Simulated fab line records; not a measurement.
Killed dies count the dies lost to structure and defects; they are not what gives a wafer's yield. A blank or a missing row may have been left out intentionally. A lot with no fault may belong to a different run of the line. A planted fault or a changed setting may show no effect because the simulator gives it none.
fab line records	flow n5_finfet
record lots=8	wafers=24	last_day=19
route steps=1938 shown WELL_APT@46 FIN_SAQP@98 BEOL_M4@1111 PASSIVATION@1936
lots that met no fault: from a run of the same line without faults
start_h: start of the lot's first displayed wafer, in hours after the record's first day	wait_h: hours elapsed since this lot's preceding step	" the same as in the row above	L1.1+2: one row covering several wafers at once	- no value present, or no start provided	* or withheld: withheld	< > ~ a bound
route shown NAME@n: NAME is a module with steps in the file, n the number in the route of the first one	usual: average and standard deviation across the fault-free wafers	same: alike in all rows	chamber/n: place in a boat	sites: readings site by site	_std_site: standard deviation of those values	_edge_site: outer sites' mean less inner sites'	radius_mm: how far each site lies from the wafer's centre	mask NAME#n: copy n	behind: the most recent tool/chamber to have shaped the wafer	hold: reason for holding the lot/hours on hold/outcome of the hold	device: names the non-switching transistor (n, p or np)	end of line: tests run on the same wafers once the route is complete	a step with no rows: only its recipe	killed: at the first sort, the dies lost to defects and structure; wafer yield is something else	map: a wafer's dies, marking killed ones x, the rest . and places with no die _
set.NAME: the setting the step ran with; set.NAME@STEP: the setting that earlier step ran with	model.NAME: the simulator's own value behind a step, which no gauge read
a sample of lots followed through the steps of the route, with each step as a table and each wafer as a row
services: a tool's chamber out of use, with start hour (start_h, from the record's first day; less than 0 if before it), hours out, and reason
## steps
# step N5_WELL_APT_DESCUM_30
# recipe chemistry=O2	time_s=7.9	source_power_w=50	bias_power_w=20	pressure_mtorr=20	rf_frequency_hz=2.712e+07	temp_c=40	o2_flow_sccm=225
# usual drypump_motor_current_A=5.5/0.39	oes_product_au=0.82/0.1	rf_vpp_V=243.9/1.1	showerhead_plenum_p_Torr=2.14/0.059	throttle_valve_pct=20.42/0.2
lot.wafer	tool	chamber	start_h	wait_h	drypump_motor_current_A	oes_product_au	rf_hours_counter_h	rf_vpp_V	showerhead_plenum_p_Torr	throttle_valve_pct
L480.2	rie_diel-02	2	27.39	0.2	5.5	0.77	126	242.7	2.11	20.32
L480.3	"	1	"	"	4.7	0.89	44	243.0	2.13	20.56
L480.5	"	1	"	"	4.6	0.90	-	244.9	2.13	20.57
L482.1	rie_diel-01	3	39.42	0.0	5.7	0.69	251	242.5	2.06	20.57
L482.3	"	0	"	"	5.3	0.99	8	245.9	2.23	20.10
L482.4	"	1	"	"	5.9	0.73	-	245.4	2.16	20.35
L491.2	rie_diel-04	1	93.29	0.0	5.4	0.98	3	241.4	2.06	20.33
L491.4	"	3	"	"	5.6	0.90	25	244.1	2.14	20.40
L491.5	"	2	"	"	5.4	0.90	-	243.1	2.14	20.41
L493.3	rie_diel-02	2	105.03	0.0	5.5	0.75	151	243.4	2.10	20.37
L493.4	"	0	"	"	5.7	0.71	199	244.0	2.17	20.86
L493.5	"	0	"	"	5.7	0.71	-	245.3	2.17	20.85
L494.2	rie_diel-04	0	111.20	0.0	5.7	0.73	197	244.1	2.08	20.55
L494.3	"	3	"	"	5.6	0.89	30	244.5	2.14	20.41
L494.4	"	1	"	"	5.4	0.96	9	242.3	2.06	20.33
L495.1	rie_diel-02	2	117.02	0.0	5.5	0.74	157	243.8	2.09	20.37
L495.3	"	1	"	"	4.6	0.85	77	244.5	2.12	20.63
L495.6	"	2	"	"	5.5	0.74	-	242.2	2.09	20.34
L496.2	rie_diel-02	3	123.27	0.1	5.1	0.74	154	245.1	2.17	20.29
L496.5	"	1	"	"	4.7	0.84	-	242.4	2.11	20.62
L496.6	"	2	"	"	5.5	0.73	-	242.7	2.09	20.35
L500.4	rie_diel-04	0	147.16	0.1	5.7	0.73	-	242.7	2.08	20.59
L500.5	"	1	"	"	5.4	0.93	-	242.8	2.05	20.35
L500.6	"	2	"	"	5.4	0.87	-	243.4	2.13	20.44
# step N5_WELL_APT_INSPECT_38
# recipe inspect_instrument=darkfield	mode=post_epi
# usual raw_defect_count=13/5.3
lot.wafer	tool	chamber	start_h	wait_h	raw_defect_count
L480.2	defect_inspect-01	-	29.03	0.4	4
L480.3	"	-	"	"	11
L480.5	"	-	"	"	14
L482.1	defect_inspect-01	-	41.41	0.5	10
L482.3	"	-	"	"	14
L482.4	"	-	"	"	7
L491.2	defect_inspect-02	-	95.46	0.6	13
L491.4	"	-	"	"	11
L491.5	"	-	"	"	9
L493.3	defect_inspect-02	-	106.80	0.3	8
L493.4	"	-	"	"	11
L493.5	"	-	"	"	14
L494.2	defect_inspect-02	-	112.85	0.4	4
L494.3	"	-	"	"	10
L494.4	"	-	"	"	10
L495.1	defect_inspect-02	-	118.91	0.7	16
L495.3	"	-	"	"	12
L495.6	"	-	"	"	11
L496.2	defect_inspect-01	-	124.90	0.4	14
L496.5	"	-	"	"	18
L496.6	"	-	"	"	22
L500.4	defect_inspect-01	-	149.23	0.3	17
L500.5	"	-	"	"	12
L500.6	"	-	"	"	27
# step N5_FIN_SAQP_PECVD_47
# recipe material=a-Si	target_thk_a=450	temp_c=400	precursor=SiH4/He	pressure_torr=3	rf_w=100	time_s=36.3
# usual chamber_pressure_Torr=2.999/0.0061	heater_power_outer_w=496/81	heater_power_w=799/110	showerhead_plenum_p_Torr=5.65/0.047	throttle_valve_pct=18.3/0.81
lot.wafer	tool	chamber	start_h	wait_h	chamber_pressure_Torr	heater_power_outer_w	heater_power_w	showerhead_plenum_p_Torr	throttle_valve_pct
L480.2	pecvd-02	0	33.00	0.0	3.002	448	726	5.68	17.2
L480.3	"	2	"	"	2.998	384	631	5.56	18.2
L480.5	"	0	"	"	2.995	441	719	5.68	17.1
L482.1	pecvd-02	2	46.52	0.0	3.004	410	669	5.57	18.0
L482.3	"	0	"	"	2.993	448	745	5.67	17.3
L482.4	"	2	"	"	2.992	398	677	5.57	18.2
L491.2	pecvd-02	1	99.79	0.0	2.993	544	866	5.66	18.9
L491.4	"	2	"	"	3.001	379	619	5.57	18.3
L491.5	"	1	"	"	2.999	539	839	5.64	19.0
L493.3	pecvd-02	2	111.57	0.0	-	-	-	-	-
L493.4	"	1	"	"	-	-	-	-	-
L493.5	"	0	"	"	-	-	-	-	-
L494.2	pecvd-02	1	116.91	0.0	-	-	-	-	-
L494.3	"	0	"	"	-	-	-	-	-
L494.4	"	1	"	"	-	-	-	-	-
L495.1	pecvd-04	0	123.36	0.0	2.991	589	943	5.71	18.2
L495.3	"	1	"	"	3.001	486	788	5.70	18.7
L495.6	"	2	"	"	3.000	485	829	5.65	17.5
L496.2	pecvd-02	0	129.55	0.0	3.002	430	703	5.70	17.3
L496.5	"	2	"	"	3.003	405	666	5.57	18.3
L496.6	"	1	"	"	2.997	525	846	5.63	18.9
L500.4	pecvd-04	0	153.58	0.1	2.996	577	902	5.70	18.0
L500.5	"	1	"	"	3.004	433	723	5.72	18.8
L500.6	"	2	"	"	3.000	488	852	5.65	17.7
# step N5_FIN_SAQP_ETCH_51
# recipe chemistry=CF4	target=SiARC	target_depth_a=455	mask_material=CAR-ArF	time_s=75.8	ion_energy_ev=80	pressure_mtorr=40	source_w=545	bias_w=36	Ar_flow_sccm=100	cf4_flow_sccm=100	ends=cleared
# usual drypump_motor_current_A=5.4/0.38	etch_rf_on_time_s=75.1/1	oes_product_au=0.70/0.085	rf_vpp_V=184.5/1.1	showerhead_plenum_p_Torr=2.18/0.055	throttle_valve_pct=15.58/0.21
lot.wafer	tool	chamber	start_h	wait_h	drypump_motor_current_A	etch_rf_on_time_s	oes_product_au	rf_hours_counter_h	rf_vpp_V	showerhead_plenum_p_Torr	throttle_valve_pct
L480.2	rie_diel-01	0	33.67	0.0	5.2	73.1	0.85	4	185.5	2.28	15.26
L480.3	"	1	"	"	5.9	74.3	0.62	166	183.4	2.22	15.61
L480.5	"	3	"	"	5.7	76.9	0.58	-	182.9	2.11	15.81
L482.1	rie_diel-04	2	47.28	0.0	5.4	73.0	0.81	16	184.8	2.19	15.48
L482.3	"	3	"	"	5.6	73.7	0.82	5	184.6	2.19	15.47
L482.4	"	0	"	"	5.7	75.4	0.64	171	185.8	2.13	15.72
L491.2	rie_diel-02	2	100.46	0.0	5.5	76.7	0.64	150	184.0	2.14	15.48
L491.4	"	1	"	"	4.6	75.5	0.73	69	184.3	2.17	15.73
L491.5	"	2	"	"	5.5	77.1	0.64	-	182.6	2.14	15.49
L493.3	rie_diel-01	0	112.46	0.0	5.3	75.6	0.77	38	187.0	2.27	15.32
L493.4	"	2	"	"	6.1	75.4	0.79	25	185.0	2.27	15.27
L493.5	"	2	"	"	6.1	75.6	0.78	-	186.8	2.26	15.27
L494.2	rie_diel-02	2	118.19	0.0	5.5	76.4	0.63	158	184.5	2.13	15.50
L494.3	"	1	"	"	4.7	75.6	0.71	77	183.2	2.16	15.75
L494.4	"	2	"	"	5.5	77.1	0.63	-	184.6	2.13	15.50
L495.1	rie_diel-04	3	124.15	0.0	5.6	75.0	0.75	36	184.2	2.18	15.52
L495.3	"	2	"	"	5.4	74.4	0.77	48	184.1	2.18	15.55
L495.6	"	3	"	"	5.6	74.5	0.76	-	185.1	2.18	15.52
L496.2	rie_diel-02	1	130.34	0.0	4.7	74.3	0.73	82	184.0	2.16	15.75
L496.5	"	2	"	"	5.5	75.5	0.64	-	184.4	2.13	15.50
L496.6	"	3	"	"	5.1	75.8	0.64	-	186.0	2.22	15.57
L500.4	rie_diel-04	0	154.27	0.0	5.7	76.4	0.61	-	183.7	2.12	15.81
L500.5	"	1	"	"	5.4	74.2	0.78	-	183.0	2.10	15.49
L500.6	"	2	"	"	5.4	73.5	0.75	-	184.3	2.17	15.57
# step N5_FIN_SAQP_MANDREL_ETCH_58
# recipe chemistry=HBr/Cl2	target=a-Si	target_depth_a=450	bt_time_s=10	stop_on=SiNx	mask_material=SiO2	over_etch_frac=0.8	time_s=27	pressure_mtorr=10	icp_w=800	bias_w=75	HBr_flow_sccm=150	Cl2_flow_sccm=80	ends=end_point
# usual drypump_motor_current_A=5.6/0.48	oes_product_au=0.695/0.011	throttle_valve_pct=35.59/0.25
# same over_etch_frac=0.8
lot.wafer	tool	chamber	start_h	wait_h	drypump_motor_current_A	oes_product_au	rf_hours_counter_h	throttle_valve_pct
L480.2	rie_si-01	2	35.87	0.0	5.3	0.687	104	35.44
L480.3	"	0	"	"	6.2	0.715	155	35.70
L480.5	"	2	"	"	5.3	0.688	-	35.44
L482.1	rie_si-06	2	49.43	0.0	6.1	0.691	104	35.34
L482.3	"	3	"	"	6.2	0.696	46	35.58
L482.4	"	0	"	"	4.9	0.709	204	35.99
L491.2	rie_si-02	1	102.65	0.0	6.0	0.705	143	35.50
L491.4	"	0	"	"	5.7	0.709	99	35.81
L491.5	"	2	"	"	5.5	0.691	-	35.97
L493.3	rie_si-02	0	114.79	0.0	5.7	0.323	99	36.58
L493.4	"	3	"	"	6.0	0.320	75	36.27
L493.5	"	3	"	"	6.0	0.317	-	36.26
L494.2	rie_si-01	2	120.48	0.0	5.4	0.314	106	36.22
L494.3	"	3	"	"	4.7	0.319	41	36.53
L494.4	"	0	"	"	6.1	0.324	156	36.48
L495.1	rie_si-01	3	127.06	0.0	4.7	0.691	41	35.81
L495.3	"	1	"	"	5.7	0.693	20	35.46
L495.6	"	1	"	"	5.7	0.700	-	35.45
L496.2	rie_si-01	0	132.52	0.0	6.2	0.708	156	35.72
L496.5	"	1	"	"	5.7	0.709	-	35.41
L496.6	"	0	"	"	6.1	0.706	-	35.70
L500.4	rie_si-01	0	156.41	0.0	6.2	0.708	157	35.70
L500.5	"	2	"	"	5.3	0.681	-	35.46
L500.6	"	3	"	"	4.7	0.701	-	35.78
# step N5_FIN_SAQP_CD_MEAS_31
# recipe target_cd_nm=8	landing_energy_ev=1000	detector=se_inlens	polarity=line
# usual cd_nm=8.09/0.21
# same landing_energy_ev=1000
lot.wafer	tool	chamber	start_h	wait_h	cd_nm
L480.2	cd_sem-01	0	37.32	0.1	8.59
L480.3	"	0	"	"	8.32
L480.5	"	0	"	"	8.05
L482.1	cd_sem-03	0	50.79	0.1	7.89
L482.3	"	0	"	"	7.90
L482.4	"	0	"	"	7.93
L491.2	cd_sem-01	0	104.01	0.1	8.18
L491.4	"	0	"	"	7.83
L491.5	"	0	"	"	8.27
L493.3	cd_sem-02	0	116.17	0.1	-
L493.4	"	0	"	"	-
L493.5	"	0	"	"	-
L494.2	cd_sem-02	0	122.17	0.1	-
L494.3	"	0	"	"	-
L494.4	"	0	"	"	-
L495.1	cd_sem-01	0	128.41	0.1	7.91
L495.3	"	0	"	"	8.22
L495.6	"	0	"	"	7.75
L496.2	cd_sem-01	0	133.88	0.1	8.06
L496.5	"	0	"	"	8.17
L496.6	"	0	"	"	8.20
L500.4	cd_sem-01	0	160.80	0.1	8.23
L500.5	"	0	"	"	7.95
L500.6	"	0	"	"	8.29
# step N5_BEOL_M4_RC_MEAS_101
# usual DIBL_N=36.2/1.2	DIBL_P=36.3/1.3	IOFF_N=0.155/0.019	IOFF_P=0.210/0.029	ION_N=677/8.6	ION_P=465/6.8	SS_N=71.4/0.48	SS_P=73.2/0.53	VT_N=249.9/2.4	VT_P=-250/3.2
lot.wafer	tool	chamber	start_h	wait_h	DIBL_N[mV/V]	DIBL_P[mV/V]	IOFF_N[nA/um]	IOFF_P[nA/um]	ION_N[uA/um]	ION_P[uA/um]	SS_N[mV/dec]	SS_P[mV/dec]	VT_N[mV]	VT_P[mV]
L480.2	prober-02	0	164.57	0.2	35.9	36.3	0.161	0.233	680	471	71.5	73.6	247.7	-247
L480.3	"	0	"	"	35.5	36.4	0.155	0.227	690	476	70.4	72.9	246.8	-247
L480.5	"	0	"	"	35.7	36.2	0.155	0.229	681	472	70.8	73.7	246.7	-248
L482.1	prober-02	0	199.88	0.0	35.7	36.0	0.144	0.215	671	463	71.6	73.4	251.6	-249
L482.3	"	0	"	"	37.4	38.4	0.182	0.245	678	469	70.9	74.0	246.6	-247
L482.4	"	0	"	"	37.0	37.4	0.166	0.222	666	464	71.0	73.7	249.5	-248
L491.2	prober-01	0	268.20	0.2	37.0	35.5	0.158	0.207	678	463	71.4	73.4	250.1	-250
L491.4	"	0	"	"	35.7	34.1	0.138	0.196	683	472	71.5	72.2	250.8	-245
L491.5	"	0	"	"	39.4	38.0	0.196	0.252	681	469	71.9	73.3	247.5	-245
L496.2	prober-02	0	282.73	0.2	36.5	37.6	0.155	0.216	672	464	70.9	73.4	250.2	-248
L496.5	"	0	"	"	35.7	36.6	0.142	0.194	676	464	71.5	73.3	251.9	-251
L496.6	"	0	"	"	36.0	37.3	0.145	0.219	676	463	71.8	73.5	251.1	-248
L495.1	prober-02	0	292.39	0.0	38.3	36.4	0.164	0.178	679	460	70.9	73.2	250.1	-255
L495.3	"	0	"	"	38.5	36.8	0.166	0.186	676	451	71.7	73.6	251.8	-254
L495.6	"	0	"	"	37.0	35.2	0.143	0.159	678	459	71.3	72.5	249.1	-256
L500.4	prober-02	0	329.51	0.5	36.7	36.1	0.170	0.206	676	466	71.5	73.0	247.0	-251
L500.5	"	0	"	"	36.6	35.9	0.166	0.199	676	461	70.6	73.5	250.3	-252
L500.6	"	0	"	"	37.7	38.0	0.184	0.240	690	471	72.1	73.9	245.6	-249
# step N5_PASSIVATION_PROBE_49
# usual defect_limited_yield=91.2/1.4	killed_at_M0_to_M3=34/10	killed_at_M4_up=13/5.1	killed_at_contacts=12/6.5	killed_at_front_end=41/11	killed_at_other=4/3.3	killed_dies=104/16	killed_on_rim=14/3.9	killed_open=69/13	killed_short=33/7	sort_bin_5_function=5.1/0.91	sort_bin_6_memory=3.3/0.69	sort_n_pass=1076/16	sort_yield_pct=91.2/1.4
# same gross_dies=1180	killed_at_back_side=0	sort_bin_4_leakage[%]=0	sort_bin_8_speed[%]=0
lot.wafer	tool	chamber	start_h	wait_h	defect_limited_yield[%]	killed_at_M0_to_M3	killed_at_M4_up	killed_at_contacts	killed_at_front_end	killed_at_other	killed_dies	killed_on_rim	killed_open	killed_short	sort_bin_5_function[%]	sort_bin_6_memory[%]	sort_n_pass	sort_yield_pct[%]
L482.1	prober-01	-	312.24	0.0	94.5	30	6	4	25	0	65	11	44	21	3.0	2.4	1115	94.5
L482.3	prober-01	-	312.34	0.1	91.6	43	18	6	32	0	99	10	66	31	4.0	4.1	1081	91.6
L482.4	prober-01	-	312.39	0.2	90.2	48	18	20	29	1	116	13	76	35	5.5	4.1	1064	90.2
L493.3	prober-02	-	371.42	0.1	0	10	3	2	1162	3	1180	152	22	11	73.1	3.3	0	0
L493.4	prober-02	-	371.47	0.2	0	3	2	4	1171	0	1180	152	10	3	72.8	3.7	0	0
L493.5	prober-02	-	371.52	0.2	0	8	1	4	1165	2	1180	152	16	6	71.8	2.8	0	0
L491.4	prober-01	-	372.15	0.2	92.3	40	5	7	37	2	91	9	57	31	3.7	3.2	1089	92.3
L494.2	prober-02	-	376.58	0.1	0	6	1	4	1168	1	1180	152	14	2	72.8	3.2	0	0
L494.3	prober-02	-	376.63	0.1	0	4	0	5	1170	1	1180	152	7	8	74.9	2.9	0	0
L494.4	prober-02	-	376.68	0.2	0	2	4	3	1169	2	1180	152	12	8	72.1	3.1	0	0
L495.1	prober-02	-	388.21	0.0	91.0	24	14	15	52	1	106	15	77	29	5.3	3.4	1074	91.0
L495.3	prober-02	-	388.31	0.1	90.6	43	11	6	41	10	111	13	81	29	5.8	3.2	1069	90.6
L495.6	prober-02	-	388.46	0.3	89.6	41	19	16	41	6	123	20	84	31	6.0	3.4	1057	89.6
# killed by level:class
L482.1 BEOL_M0_SAQP:geometric_particle:open=8 BEOL_M3:geometric_particle:open=8 GATE_CUT:geometric_particle:open=4 FIN_SAQP:geometric_particle:short=3 DUMMY_GATE:geometric_particle:open=3 MOL_CONTACT_COAG:geometric_particle:open=3 GATE_CUT:geometric_particle:short=3 BEOL_M2:geometric_particle:open=3
L482.3 BEOL_M2:geometric_particle:open=12 BEOL_M0_SAQP:geometric_particle:open=11 BEOL_M0_SAQP:geometric_particle:short=9 FIN_SAQP:geometric_particle:short=7 FIN_SAQP:geometric_particle:open=5 MOL_CONTACT_COAG:geometric_particle:open=5 BEOL_M1:geometric_particle:short=5 BEOL_M4:geometric_particle:open=5
L482.4 MOL_CONTACT_COAG:geometric_particle:open=18 BEOL_M0_SAQP:geometric_particle:short=10 BEOL_M0_SAQP:geometric_particle:open=7 BEOL_M1:geometric_particle:open=7 BEOL_M2:geometric_particle:open=7 FIN_SAQP:geometric_particle:short=6 FIN_SAQP:geometric_particle:open=6 BEOL_M3:geometric_particle:open=6
L493.3 FIN_SAQP:lost_pattern=1144 STI_FIN_REVEAL:geometric_particle:open=8 BEOL_M0_SAQP:geometric_particle:short=3 FIN_SAQP:area_pecvd=3 GATE_CUT:geometric_particle:open=2 MOL_CONTACT_COAG:geometric_particle:open=2 BEOL_M0_SAQP:geometric_particle:open=2 BEOL_M3:geometric_particle:open=2
L493.4 FIN_SAQP:lost_pattern=1162 FIN_SAQP:area_pecvd=5 MOL_CONTACT_COAG:geometric_particle:open=4 STI_FIN_REVEAL:geometric_particle:open=2 PMOS_HMC_CHANNEL_EPI:geometric_particle:open=1 STI_FIN_REVEAL:geometric_particle:short=1 BEOL_M0_SAQP:geometric_particle:short=1 BEOL_M3:geometric_particle:open=1
L493.5 FIN_SAQP:lost_pattern=1154 FIN_SAQP:area_pecvd=4 STI_FIN_REVEAL:geometric_particle:open=3 MOL_CONTACT_COAG:geometric_particle:open=3 BEOL_M3:geometric_particle:open=3 BEOL_M0_SAQP:geometric_particle:short=2 BEOL_M0_SAQP:geometric_particle:open=2 PASS1_CAP:geometric_particle:open=2
L491.4 BEOL_M0_SAQP:geometric_particle:short=11 FIN_SAQP:geometric_particle:open=8 STI_FIN_REVEAL:geometric_particle:open=8 BEOL_M1:geometric_particle:open=7 MOL_CONTACT_COAG:geometric_particle:open=6 BEOL_M0_SAQP:geometric_particle:open=6 BEOL_M2:geometric_particle:open=6 ILD0:geometric_particle:short=5
L494.2 FIN_SAQP:lost_pattern=1159 FIN_SAQP:area_pecvd=5 MOL_CONTACT_COAG:geometric_particle:open=4 BEOL_M3:geometric_particle:open=4 STI_FIN_REVEAL:geometric_particle:open=2 FIN_SAQP:geometric_particle:open=1 GATE_CUT:geometric_particle:short=1 BEOL_M0_SAQP:geometric_particle:open=1
L494.3 FIN_SAQP:lost_pattern=1162 MOL_CONTACT_COAG:geometric_particle:open=5 GATE_CUT:geometric_particle:short=4 BEOL_M0_SAQP:geometric_particle:short=3 FIN_SAQP:area_pecvd=3 FIN_SAQP:geometric_particle:open=1 PAD_METAL:geometric_particle:short=1 BEOL_M0_SAQP:geometric_particle:open=1
L494.4 FIN_SAQP:lost_pattern=1153 FIN_SAQP:area_pecvd=7 FIN_SAQP:geometric_particle:short=4 FIN_SAQP:geometric_particle:open=3 MOL_CONTACT_COAG:geometric_particle:open=3 PAD_METAL:geometric_particle:open=2 GATE_CUT:geometric_particle:short=1 BEOL_M0_SAQP:geometric_particle:short=1
L495.1 STI_FIN_REVEAL:geometric_particle:open=31 MOL_CONTACT_COAG:geometric_particle:open=11 BEOL_M4:geometric_particle:open=8 BEOL_M0_SAQP:geometric_particle:short=7 BEOL_M2:geometric_particle:open=7 FIN_SAQP:geometric_particle:short=6 MOL_CONTACT_COAG:geometric_particle:short=4 DUMMY_GATE:geometric_particle:open=3
L495.3 STI_FIN_REVEAL:geometric_particle:open=16 DUMMY_GATE:geometric_particle:open=9 BEOL_M2:geometric_particle:open=9 BEOL_M0_SAQP:geometric_particle:short=7 BEOL_M1:geometric_particle:open=7 BEOL_M4:geometric_particle:open=7 MOL_CONTACT_COAG:geometric_particle:open=6 BEOL_M3:geometric_particle:open=5
L495.6 BEOL_M0_SAQP:geometric_particle:open=18 MOL_CONTACT_COAG:geometric_particle:open=14 STI_FIN_REVEAL:geometric_particle:open=11 BEOL_M0_SAQP:geometric_particle:short=11 BEOL_M4:geometric_particle:open=8 HKMG_FIN:area_etch=8 DUMMY_GATE:geometric_particle:open=6 GATE_CUT:geometric_particle:short=4
## services
tool	chamber	start_h	hours	kind
pecvd-02	0	3.50	16.5	scheduled_down
rie_diel-01	0	8.14	-	clean
rie_diel-04	3	9.44	-	clean
rie_diel-04	3	9.44	-	consumable_replace:focus_ring
rie_diel-04	3	9.44	25.0	scheduled_down
rie_diel-04	3	9.44	25.0	vent_cycle
pecvd-02	1	10.68	6.4	repair
rie_si-02	3	27.73	6.7	repair
rie_diel-04	0	37.44	4.8	repair
rie_si-02	3	38.60	2.0	repair
rie_diel-04	1	51.96	-	clean
rie_diel-04	1	51.96	-	consumable_replace:focus_ring
rie_diel-04	1	51.96	30.9	scheduled_down
rie_diel-04	1	51.96	30.9	vent_cycle
rie_diel-04	-	89.16	0.4	repair
rie_si-06	1	90.62	10.5	repair
rie_si-06	-	90.73	0.3	repair
rie_si-06	3	95.15	22.9	repair
rie_si-06	0	105.77	2.3	repair
rie_diel-02	0	113.52	7.3	repair
rie_si-06	0	129.46	5.0	repair
rie_diel-01	1	136.85	10.3	repair
rie_diel-02	1	137.28	9.5	repair
rie_diel-04	3	144.66	14.2	repair
## key
first_sign step=N5_FIN_SAQP_PECVD_47	reading=tool_record	direction=missing
effect step=N5_FIN_SAQP_MANDREL_ETCH_58	reading=oes_product_au	direction=down	sigmas=35	usual=0.695	struck=0.319
effect step=N5_FIN_SAQP_CD_MEAS_31	reading=cd_nm	direction=missing
effect step=N5_PASSIVATION_PROBE_49	reading=killed_at_front_end	direction=up	sigmas=99+	usual=41	struck=1168
met_at N5_FIN_SAQP_PECVD_47
struck_lots L493,L494
later_rows_left_out L493.3,L493.4,L493.5,L494.2,L494.3,L494.4
not_acting_at N5_WELL_APT_DESCUM_30,N5_WELL_APT_INSPECT_38,N5_FIN_SAQP_ETCH_51
onset_between 99.79 111.57
fault kind=skipped_step_whole	tool=pecvd-02	chamber=-	onset_h=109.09	steps=N5_FIN_SAQP_PECVD_47	scope=struck_lots_only
# later_rows_left_out: the simulator's readings of these wafers behind a module that went badly wrong aren't trusted and aren't shown, but for the sort
